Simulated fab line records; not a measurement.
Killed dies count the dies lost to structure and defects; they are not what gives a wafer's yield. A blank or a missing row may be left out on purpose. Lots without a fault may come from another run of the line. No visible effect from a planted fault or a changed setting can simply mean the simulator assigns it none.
fab line records -- flow n5-finfet
[record] lots = 7, wafers = 21, last-day = 18
route steps=1938 shown BEOL_M6@1214
lots that met no fault: from a run of the same line without faults
start-h: hours from the record's opening day to when the first of the lot's shown wafers began -- wait-h: hours since the lot's step before -- " as in the row above -- L1.1+2: several wafers, shown together as one row -- - value missing, or start not given -- * or withheld: withheld -- < > ~ a bound
route shown NAME@n: names a module that has steps shown in the file, with the first one's number in the route -- usual: mean and standard deviation over wafers with no fault -- same: alike in all rows -- chamber/n: place in a boat -- sites: readings site by site -- _std_site: how widely they spread, as a standard deviation -- _edge_site: outer sites' mean less inner sites' -- radius-mm: for every site, how far away it sits from the centre of the wafer -- mask NAME#n: copy n -- behind: the tool/chamber that last shaped the wafer -- hold: cause of the lot's hold/its duration in hours/its outcome -- device: whichever transistor did not switch (one of n, p or np) -- end of line: the same wafers' tests at the end of the route -- where a step has no rows: the recipe by itself -- killed: count of dies lost to structure and defects at first sort (not the wafer's yield) -- map: a wafer's dies, marking killed ones x, the rest . and places with no die _
set.NAME: the setting the step ran with; set.NAME@STEP: the setting that earlier step ran with -- model.NAME: the simulator's own value behind a step, which no gauge read
lots at selected steps of the route; one table per step, one row per wafer
services: the hour from which a tool's chamber was out of use, counted from the record's first day as start-h (under 0 if before that day), plus the number of hours and why
[[steps]]
[step N5_BEOL_M6_STRIP_67]
[recipe] chemistry = CF4, resist = SiARC, power-w = 300, bias-power-w = 75, pressure-mtorr = 50, cf4-flow-sccm = 150, rf-frequency-hz = 6e+07
[usual] drypump-motor-current-A = 5.8/0.49, oes-product-au = 0.80/0.078, rf-vpp-V = 271.7/1.5, showerhead-plenum-p-Torr = 1.82/0.047, throttle-valve-pct = 13.50/0.23
lot.wafer,tool,chamber,start-h,wait-h,drypump-motor-current-A,oes-product-au,rf-hours-counter-h,rf-vpp-V,showerhead-plenum-p-Torr,throttle-valve-pct
L229.1,rie-diel-05,2,193.62,0.0,5.4,0.83,80,269.8,1.78,13.44
L229.3,rie-diel-05,1,193.62,0.0,5.8,0.74,153,272.0,1.85,13.90
L229.6,rie-diel-05,3,193.62,0.0,5.9,0.72,-,273.2,1.84,13.43
L237.2,rie-diel-06,1,242.45,0.0,6.4,0.81,68,273.1,1.89,13.42
L237.3,rie-diel-06,2,242.45,0.0,5.9,0.91,20,269.9,1.79,13.35
L237.4,rie-diel-06,3,242.45,0.0,5.0,0.73,195,273.3,1.83,13.47
L241.2,rie-diel-04,3,264.19,0.0,6.3,0.79,109,273.0,1.81,13.34
L241.4,rie-diel-04,2,264.19,0.0,6.2,0.78,121,274.2,1.86,13.61
L241.6,rie-diel-04,0,264.19,0.0,5.0,0.83,-,272.0,1.73,13.67
L249.3,rie-diel-04,1,309.89,0.0,5.8,0.92,18,272.2,1.84,13.16
L249.4,rie-diel-04,3,309.89,0.0,6.2,0.78,123,270.5,1.80,13.37
L249.6,rie-diel-04,1,309.89,0.0,5.8,0.93,-,269.4,1.84,13.14
L248.1,rie-diel-05,3,312.47,0.0,5.8,0.96,0,273.3,1.83,12.97
L248.2,rie-diel-05,2,312.47,0.0,5.4,0.78,121,269.7,1.77,13.53
L248.6,rie-diel-05,2,312.47,0.0,5.4,0.79,-,270.7,1.77,13.53
L251.3,rie-diel-06,1,312.54,0.0,6.5,0.79,98,271.7,1.88,13.50
L251.4,rie-diel-06,3,312.54,0.0,5.0,0.71,-,271.8,1.82,13.52
L251.5,rie-diel-06,0,312.54,0.0,6.4,0.69,-,273.5,1.82,13.83
L252.2,rie-diel-04,0,336.27,0.0,5.0,0.80,101,270.4,1.73,13.73
L252.4,rie-diel-04,1,336.27,0.0,5.8,0.91,30,272.5,1.84,13.18
L252.6,rie-diel-04,1,336.27,0.0,5.8,0.91,-,272.8,1.84,13.18
[step N5_BEOL_M6_HM_OPEN_17]
[recipe] chemistry = Cl2/BCl3, target-depth-a = 200, overetch-a = 60, target = TiN, mask-material = SOC, ion-energy-ev = 150, pressure-mtorr = 10, icp-w = 1000, bias-w = 126, Cl2_flow_sccm = 53.25, bcl3-flow-sccm = 21.75, Ar_flow_sccm = 25
[usual] drypump-motor-current-A = 5.8/0.33, oes-product-au = 0.64/0.065, rf-fwd-power-W = 994/4.7, throttle-valve-pct = 22.1/0.35
lot.wafer,tool,chamber,start-h,wait-h,drypump-motor-current-A,oes-product-au,rf-fwd-power-W,rf-hours-counter-h,throttle-valve-pct
L229.1,rie-metal-02,1,193.66,0.0,5.5,0.65,999,51,22.2
L229.3,rie-metal-02,0,193.66,0.0,5.8,0.78,993,-,21.9
L229.6,rie-metal-02,1,193.66,0.0,5.5,0.65,993,-,22.2
L237.2,rie-metal-01,0,242.50,0.0,5.7,0.56,998,105,22.5
L237.3,rie-metal-01,0,242.50,0.0,5.7,0.56,998,-,22.4
L237.4,rie-metal-01,1,242.50,0.0,5.5,0.68,989,-,21.8
L241.2,rie-metal-03,0,264.23,0.0,6.2,0.68,995,40,22.5
L241.4,rie-metal-03,0,264.23,0.0,6.1,0.67,994,-,22.5
L241.6,rie-metal-03,0,264.23,0.0,6.1,0.67,994,-,22.5
L249.3,rie-metal-01,1,309.96,0.1,5.5,0.64,987,-,21.9
L249.4,rie-metal-01,0,309.96,0.1,5.7,0.54,995,-,22.5
L249.6,rie-metal-01,1,309.96,0.1,5.5,0.64,988,-,21.8
L248.1,rie-metal-01,0,312.52,0.0,5.7,0.54,1003,110,22.4
L248.2,rie-metal-01,1,312.52,0.0,5.5,0.65,986,38,21.9
L248.6,rie-metal-01,1,312.52,0.0,5.4,0.65,987,-,21.9
L251.3,rie-metal-03,1,312.61,0.1,6.4,0.58,990,-,21.5
L251.4,rie-metal-03,0,312.61,0.1,6.2,0.66,996,-,22.5
L251.5,rie-metal-03,1,312.61,0.1,6.4,0.59,994,-,21.5
L252.2,rie-metal-02,1,336.31,0.0,5.5,0.61,990,64,22.3
L252.4,rie-metal-02,1,336.31,0.0,5.5,0.62,993,-,22.2
L252.6,rie-metal-02,0,336.31,0.0,5.8,0.71,1000,-,22.0
[step N5_BEOL_M6_STRIP_19]
[recipe] chemistry = O2, power-w = 400, temp-c = 40, pressure-mtorr = 30, rf-frequency-hz = 6e+07, bias-power-w = 0, overash-fraction = 0.2, o2-flow-sccm = 225
[usual] drypump-motor-current-A = 5.8/0.52, oes-product-au = 0.80/0.076, rf-vpp-V = 3.7/0.62, showerhead-plenum-p-Torr = 2.14/0.065, throttle-valve-pct = 16.6/0.33
lot.wafer,tool,chamber,start-h,wait-h,drypump-motor-current-A,oes-product-au,rf-hours-counter-h,rf-vpp-V,showerhead-plenum-p-Torr,throttle-valve-pct
L229.1,rie-diel-06,1,193.77,0.1,6.5,0.85,53,3.3,2.20,16.5
L229.3,rie-diel-06,3,193.77,0.1,5.0,0.75,179,2.8,2.16,16.5
L229.6,rie-diel-06,0,193.77,0.1,6.3,0.71,-,3.8,2.18,17.0
L237.2,rie-diel-06,1,242.61,0.1,6.5,0.81,68,2.5,2.20,16.5
L237.3,rie-diel-06,0,242.61,0.1,6.4,0.70,222,5.3,2.17,17.0
L237.4,rie-diel-06,3,242.61,0.1,5.0,0.74,195,2.8,2.15,16.6
L241.2,rie-diel-05,0,264.35,0.1,6.2,0.84,64,3.9,2.22,16.4
L241.4,rie-diel-05,1,264.35,0.1,5.8,0.71,-,3.2,2.20,17.3
L241.6,rie-diel-05,0,264.35,0.1,6.2,0.84,-,4.4,2.22,16.4
L249.3,rie-diel-04,3,310.04,0.1,6.3,0.79,123,3.3,2.12,16.5
L249.4,rie-diel-04,1,310.04,0.1,5.8,0.93,18,3.3,2.12,16.1
L249.6,rie-diel-04,0,310.04,0.1,4.9,0.82,-,3.2,2.06,17.1
L248.1,rie-diel-04,2,312.63,0.1,6.3,0.76,137,4.1,2.21,16.9
L248.2,rie-diel-04,1,312.63,0.1,5.8,0.95,20,4.3,2.12,16.1
L248.6,rie-diel-04,1,312.63,0.1,5.8,0.95,-,3.6,2.12,16.1
L251.3,rie-diel-06,3,312.69,0.1,5.1,0.72,224,3.0,2.14,16.6
L251.4,rie-diel-06,1,312.69,0.1,6.5,0.79,-,3.1,2.19,16.5
L251.5,rie-diel-06,0,312.69,0.1,6.4,0.68,-,2.1,2.16,17.1
L252.2,rie-diel-04,3,336.62,0.3,6.3,0.76,133,4.3,2.12,16.6
L252.4,rie-diel-04,2,336.62,0.3,6.3,0.76,147,3.1,2.21,16.9
L252.6,rie-diel-04,0,336.62,0.3,5.0,0.80,-,3.2,2.06,17.1
[step N5_BEOL_M6_CD_MEAS_18]
[recipe] pitch-nm = 80, target-cd-nm = 40
[usual] cd-nm = 40.0/0.69
lot.wafer,tool,chamber,start-h,wait-h,cd-nm
L229.1,cd-sem-03,-,193.84,0.0,39.8
L229.3,cd-sem-03,-,193.84,0.0,39.9
L229.6,cd-sem-03,-,193.84,0.0,40.8
L237.2,cd-sem-02,-,242.68,0.1,40.3
L237.3,cd-sem-02,-,242.68,0.1,39.9
L237.4,cd-sem-02,-,242.68,0.1,39.6
L241.2,cd-sem-03,-,264.42,0.1,41.4
L241.4,cd-sem-03,-,264.42,0.1,40.0
L241.6,cd-sem-03,-,264.42,0.1,40.3
L249.3,cd-sem-02,-,310.11,0.1,38.6
L249.4,cd-sem-02,-,310.11,0.1,41.9
L249.6,cd-sem-02,-,310.11,0.1,39.3
L248.1,cd-sem-03,-,312.70,0.0,41.0
L248.2,cd-sem-03,-,312.70,0.0,39.8
L248.6,cd-sem-03,-,312.70,0.0,39.9
L251.3,cd-sem-01,-,312.77,0.1,40.0
L251.4,cd-sem-01,-,312.77,0.1,39.7
L251.5,cd-sem-01,-,312.77,0.1,39.0
L252.2,cd-sem-03,-,336.69,0.1,39.8
L252.4,cd-sem-03,-,336.69,0.1,39.8
L252.6,cd-sem-03,-,336.69,0.1,39.6
[step N5_BEOL_M6_COAT_63]
[recipe] resist = SOC, temp-c = 250, time-s = 60, spin-rpm = 1500, resist-thk-nm = 60
[step N5_BEOL_M6_COAT_64]
[recipe] resist = SiARC, temp-c = 220, time-s = 60, spin-rpm = 1500, resist-thk-nm = 12
[step N5_BEOL_M6_COAT_71]
[recipe] resist = underlayer, temp-c = 205, time-s = 60, spin-rpm = 1500, resist-thk-nm = 5
[step N5_BEOL_M6_COAT_22]
[recipe] resist = CAR-EUV, spin-rpm = 1500, resist-thk-nm = 30
[step N5_BEOL_M6_EBR_24]
[recipe] solvent = PGMEA, ebr-width-mm = 1.5
[step N5_BEOL_M6_SOFTBAKE_23]
[recipe] temp-c = 110, time-s = 60, resist = CAR-EUV
[step N5_BEOL_M6_EXPOSE_25]
[recipe] mask-id = V5, na = 0.33, source-shape = annular, sigma-inner = 0.4, sigma-outer = 0.8, polarization = unpolarized, target-cd-nm = 40, dose-mj = 45
[step N5_BEOL_M6_PEB_26]
[recipe] peb-temp-c = 100, peb-time-s = 60, resist = CAR-EUV
[step N5_BEOL_M6_DEVELOP_27]
[recipe] develop-time-s = 30, developer = TMAH, resist = CAR-EUV, rinse-liquid = surfactant-rinse, dry = air-spin, dev-temp-c = 23
[usual] chill-plate-temp-C = 23.01/0.1, develop-time-s = 30/0
lot.wafer,tool,chamber,start-h,wait-h,chill-plate-temp-C,develop-time-s,model.CAR-EUV_of_BEOL_M6_COAT_22.thk-nm
L229.1,litho-track-03,0,194.09,-,23.04,30,29.8
L229.3,litho-track-03,0,194.09,-,23.01,30,29.6
L229.6,litho-track-03,0,194.09,-,22.93,30,29.6
L237.2,litho-track-04,0,243.05,-,23.13,30,29.4
L237.3,litho-track-04,0,243.05,-,23.21,30,29.4
L237.4,litho-track-04,0,243.05,-,23.07,30,29.4
L241.2,litho-track-05,0,266.22,-,22.95,30,29.6
L241.4,litho-track-05,0,266.22,-,22.94,30,29.4
L241.6,litho-track-05,0,266.22,-,22.91,30,29.4
L249.3,litho-track-04,-,311.21,-,-,-,30
L249.4,litho-track-04,-,311.21,-,-,-,30
L249.6,litho-track-04,-,311.21,-,-,-,30
L251.3,litho-track-04,-,313.66,-,-,-,29.8
L251.4,litho-track-04,-,313.66,-,-,-,29.8
L251.5,litho-track-04,-,313.66,-,-,-,29.8
L248.1,litho-track-03,-,313.83,-,-,-,30
L248.2,litho-track-03,-,313.83,-,-,-,30
L248.6,litho-track-03,-,313.83,-,-,-,30
L252.2,litho-track-03,0,338.80,-,23.04,30,29.6
L252.4,litho-track-03,0,338.80,-,23.07,30,29.6
L252.6,litho-track-03,0,338.80,-,23.05,30,29.4
[step N5_BEOL_M6_CD_MEAS_28]
[recipe] target-cd-nm = 40, landing-energy-ev = 500, detector = se-inlens
[usual] cd-nm = 40.02/0.25
lot.wafer,tool,chamber,start-h,wait-h,cd-nm
L229.1,cd-sem-03,0,194.15,-,39.61
L229.3,cd-sem-03,0,194.15,-,40.02
L229.6,cd-sem-03,0,194.15,-,39.85
L237.2,cd-sem-01,0,243.11,-,40.45
L237.3,cd-sem-01,0,243.11,-,40.16
L237.4,cd-sem-01,0,243.11,-,39.90
L241.2,cd-sem-01,0,266.28,-,39.78
L241.4,cd-sem-01,0,266.28,-,40.20
L241.6,cd-sem-01,0,266.28,-,39.87
L249.3,cd-sem-02,0,311.27,-,-
L249.4,cd-sem-02,0,311.27,-,-
L249.6,cd-sem-02,0,311.27,-,-
L251.3,cd-sem-02,0,313.72,-,-
L251.4,cd-sem-02,0,313.72,-,-
L251.5,cd-sem-02,0,313.72,-,-
L248.1,cd-sem-02,0,313.89,-,-
L248.2,cd-sem-02,0,313.89,-,-
L248.6,cd-sem-02,0,313.89,-,-
L252.2,cd-sem-03,0,338.86,-,40.08
L252.4,cd-sem-03,0,338.86,-,39.77
L252.6,cd-sem-03,0,338.86,-,40.09
[[services]]
tool,chamber,start-h,hours,kind
rie-diel-06,-,176.36,0.6,repair
rie-metal-03,1,218.36,1.4,repair
rie-diel-04,1,235.11,-,clean
rie-diel-04,1,235.11,-,consumable-replace:focus-ring
rie-diel-04,1,235.11,19.4,scheduled-down
rie-diel-04,1,235.11,19.4,vent-cycle
rie-metal-01,-,252.55,4.3,pm
rie-metal-01,1,259.54,2.0,repair
rie-diel-06,0,268.22,15.3,repair
rie-diel-06,2,293.88,4.3,repair
rie-diel-05,3,296.99,-,clean
rie-diel-05,3,296.99,-,consumable-replace:focus-ring
rie-diel-05,3,296.99,14.1,scheduled-down
rie-diel-05,3,296.99,14.1,vent-cycle
rie-diel-05,2,297.03,9.6,repair
rie-diel-06,2,304.45,10.4,repair
litho-track-04,-,314.13,-,consumable-replace:filter
rie-metal-02,-,315.71,0.9,repair
rie-metal-01,0,333.53,-,clean
rie-metal-01,0,333.53,24.6,scheduled-down
rie-diel-06,0,336.64,-,clean
rie-diel-06,0,336.64,-,consumable-replace:focus-ring
rie-diel-06,0,336.64,35.3,scheduled-down
rie-diel-06,0,336.64,35.3,vent-cycle
[[key]]
[first-sign] step = N5_BEOL_M6_DEVELOP_27, reading = tool-record, direction = missing
effect none on later readings
[model-effect] step = N5_BEOL_M6_DEVELOP_27, value = CAR-EUV_of_BEOL_M6_COAT_22.thk-nm, without = 29.53, struck = 29.93
met-at N5_BEOL_M6_DEVELOP_27
struck-wafers L248.1,L248.2,L248.6,L249.3,L249.4,L249.6,L251.3,L251.4,L251.5
later-rows-left-out L248.1,L248.2,L248.6,L249.3,L249.4,L249.6,L251.3,L251.4,L251.5
sort-left-out L248.1,L248.2,L248.6,L249.3,L249.4,L249.6,L251.3,L251.4,L251.5
onset-between 243.05 311.21
[fault] kind = skipped-step-whole, tool = litho-track-03,litho-track-04, chamber = -, onset-h = 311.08, steps = N5_BEOL_M6_DEVELOP_27, scope = struck-lots-only
// sort-left-out: the simulated sort isn't trusted on such a fault, so these wafers' sort isn't shown, and their yield isn't known
// later-rows-left-out: the simulator's readings of these wafers behind a module that went badly wrong aren't trusted and aren't shown, but for the sort
